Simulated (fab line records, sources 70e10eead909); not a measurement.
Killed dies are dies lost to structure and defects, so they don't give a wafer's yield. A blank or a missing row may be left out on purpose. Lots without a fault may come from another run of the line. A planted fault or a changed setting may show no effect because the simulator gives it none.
Chamber matching | flow nand_harc | NHARC_A_M0_DEP_32 on pecvd-02: 3 sister chambers
The step deposits SiCN, target thk 30 nm. 6 wafers are shown with their chamber, then 9 later ones without.

WAFERS WITH THEIR CHAMBER
wafer  | chamber | showerhead_vpp_V (V) | heater_power_w (W)
L090.5 | 2       | 1300                 | 529
L092.4 | 2       | 1294                 | 625
L092.6 | 1       | 1394                 | 438
L095.1 | 0       | 1253                 | 732
L095.4 | 1       | 1379                 | 444
L095.5 | 0       | 1223                 | 751

WAFERS WITHOUT THEIR CHAMBER
wafer  | showerhead_vpp_V (V) | heater_power_w (W)
L094.2 | 1308                 | 605
L094.5 | 1253                 | 722
L094.6 | 1401                 | 437
L093.1 | 1405                 | 431
L093.5 | 1236                 | 753
L093.6 | 1384                 | 417
L097.1 | 1402                 | 482
L097.2 | 1248                 | 702
L097.6 | 1406                 | 483

WHICH CHAMBER EACH WENT THROUGH
wafer  | from the rows above | in truth
L094.2 | 2                   | 2
L094.5 | 0                   | 0
L094.6 | 1                   | 1
L093.1 | 1                   | 1
L093.5 | 0                   | 0
L093.6 | 1                   | 1
L097.1 | 1                   | 1
L097.2 | 0                   | 0
L097.6 | 1                   | 1
Placed correctly: 9 of 9. Can't be placed from these rows: 0. Placed wrongly: 0.
How it was worked out, from the rows above alone: a wafer's distance from a chamber is the root of the sum, over the readings, of the square of ((its reading less the chamber's mean) divided by the reading's scatter). The wafer belongs to the nearest chamber; if the next one is less than 2 further off, it can't be placed. A chamber's mean is the mean of its shown wafers. The scatter: the root of (the sum of the squares of (reading less its chamber's mean) over the shown wafers, divided by (wafers less chambers)).
